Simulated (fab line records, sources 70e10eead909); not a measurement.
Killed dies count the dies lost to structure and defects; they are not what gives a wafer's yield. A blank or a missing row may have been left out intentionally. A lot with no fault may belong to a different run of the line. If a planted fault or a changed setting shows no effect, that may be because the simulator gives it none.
Matching of chambers / flow nand_harc / rie_diel-08 running NHARC_A_CONTACT_ETCH_90: 4 sister chambers
The step etches the open film in CH3F/O2, target depth 40 nm, time 85.7 s. 16 wafers are shown with their chamber, then 8 later ones without.

EACH WAFER AND ITS CHAMBER
wafer=L493.2; chamber=0; showerhead_plenum_p_Torr (Torr)=2.43; drypump_motor_current_A (A)=5.66; rf_vpp_V (V)=243.8
wafer=L493.3; chamber=2; showerhead_plenum_p_Torr (Torr)=2.57; drypump_motor_current_A (A)=5.29; rf_vpp_V (V)=245.6
wafer=L493.6; chamber=2; showerhead_plenum_p_Torr (Torr)=2.57; drypump_motor_current_A (A)=5.27; rf_vpp_V (V)=245.0
wafer=L505.2; chamber=3; showerhead_plenum_p_Torr (Torr)=2.58; drypump_motor_current_A (A)=5.58; rf_vpp_V (V)=245.1
wafer=L505.5; chamber=3; showerhead_plenum_p_Torr (Torr)=2.58; drypump_motor_current_A (A)=5.56; rf_vpp_V (V)=245.9
wafer=L505.6; chamber=0; showerhead_plenum_p_Torr (Torr)=2.43; drypump_motor_current_A (A)=5.64; rf_vpp_V (V)=242.8
wafer=L508.1; chamber=0; showerhead_plenum_p_Torr (Torr)=2.42; drypump_motor_current_A (A)=5.63; rf_vpp_V (V)=243.8
wafer=L508.2; chamber=3; showerhead_plenum_p_Torr (Torr)=2.58; drypump_motor_current_A (A)=5.63; rf_vpp_V (V)=245.7
wafer=L508.5; chamber=1; showerhead_plenum_p_Torr (Torr)=2.41; drypump_motor_current_A (A)=6.13; rf_vpp_V (V)=243.9
wafer=L509.3; chamber=1; showerhead_plenum_p_Torr (Torr)=2.41; drypump_motor_current_A (A)=6.14; rf_vpp_V (V)=243.3
wafer=L509.4; chamber=1; showerhead_plenum_p_Torr (Torr)=2.41; drypump_motor_current_A (A)=6.13; rf_vpp_V (V)=244.1
wafer=L509.6; chamber=3; showerhead_plenum_p_Torr (Torr)=2.58; drypump_motor_current_A (A)=5.60; rf_vpp_V (V)=246.2
wafer=L512.1; chamber=3; showerhead_plenum_p_Torr (Torr)=2.58; drypump_motor_current_A (A)=5.61; rf_vpp_V (V)=247.1
wafer=L512.2; chamber=2; showerhead_plenum_p_Torr (Torr)=2.56; drypump_motor_current_A (A)=5.30; rf_vpp_V (V)=246.3
wafer=L512.6; chamber=3; showerhead_plenum_p_Torr (Torr)=2.58; drypump_motor_current_A (A)=5.58; rf_vpp_V (V)=245.1
wafer=L513.1; chamber=0; showerhead_plenum_p_Torr (Torr)=2.42; drypump_motor_current_A (A)=5.64; rf_vpp_V (V)=244.6

SIGNATURES (means of the wafers above)
reading=showerhead_plenum_p_Torr; chamber 0=2.4250; chamber 1=2.4100; chamber 2=2.5667; chamber 3=2.5800; scatter within a chamber=0.00373
reading=drypump_motor_current_A; chamber 0=5.6425; chamber 1=6.1333; chamber 2=5.2867; chamber 3=5.5933; scatter within a chamber=0.0186
reading=rf_vpp_V; chamber 0=243.750; chamber 1=243.767; chamber 2=245.633; chamber 3=245.850; scatter within a chamber=0.687
Rule: a wafer lies at a distance from a chamber equal to the root of the sum of squares, over the readings, of (its reading less the chamber's mean, divided by the reading's scatter). The wafer belongs to the nearest chamber; if the next one is less than 2 further off, it can't be placed. How the scatter is found: for the shown wafers, subtract from each reading the mean of its chamber, square and add these, divide the total by (wafers less chambers), then take the root.

WAFERS MISSING THEIR CHAMBER
wafer=L513.2; showerhead_plenum_p_Torr (Torr)=2.58; drypump_motor_current_A (A)=5.62; rf_vpp_V (V)=245.3
wafer=L513.6; showerhead_plenum_p_Torr (Torr)=2.42; drypump_motor_current_A (A)=5.65; rf_vpp_V (V)=244.0
wafer=L514.2; showerhead_plenum_p_Torr (Torr)=2.41; drypump_motor_current_A (A)=6.12; rf_vpp_V (V)=244.0
wafer=L514.4; showerhead_plenum_p_Torr (Torr)=2.42; drypump_motor_current_A (A)=5.63; rf_vpp_V (V)=244.2
wafer=L514.5; showerhead_plenum_p_Torr (Torr)=2.57; drypump_motor_current_A (A)=5.60; rf_vpp_V (V)=245.7
wafer=L515.2; showerhead_plenum_p_Torr (Torr)=2.42; drypump_motor_current_A (A)=5.64; rf_vpp_V (V)=243.7
wafer=L515.3; showerhead_plenum_p_Torr (Torr)=2.56; drypump_motor_current_A (A)=5.28; rf_vpp_V (V)=246.5
wafer=L515.4; showerhead_plenum_p_Torr (Torr)=2.57; drypump_motor_current_A (A)=5.60; rf_vpp_V (V)=244.4

CHAMBER TAKEN BY EACH
wafer=L513.2; from the rows above=3; in truth=3
wafer=L513.6; from the rows above=0; in truth=0
wafer=L514.2; from the rows above=1; in truth=1
wafer=L514.4; from the rows above=0; in truth=0
wafer=L514.5; from the rows above=3; in truth=3
wafer=L515.2; from the rows above=0; in truth=0
wafer=L515.3; from the rows above=2; in truth=2
wafer=L515.4; from the rows above=3; in truth=3
Placed correctly: 8 of 8. Number that these rows cannot place: 0. 0 placed wrongly.
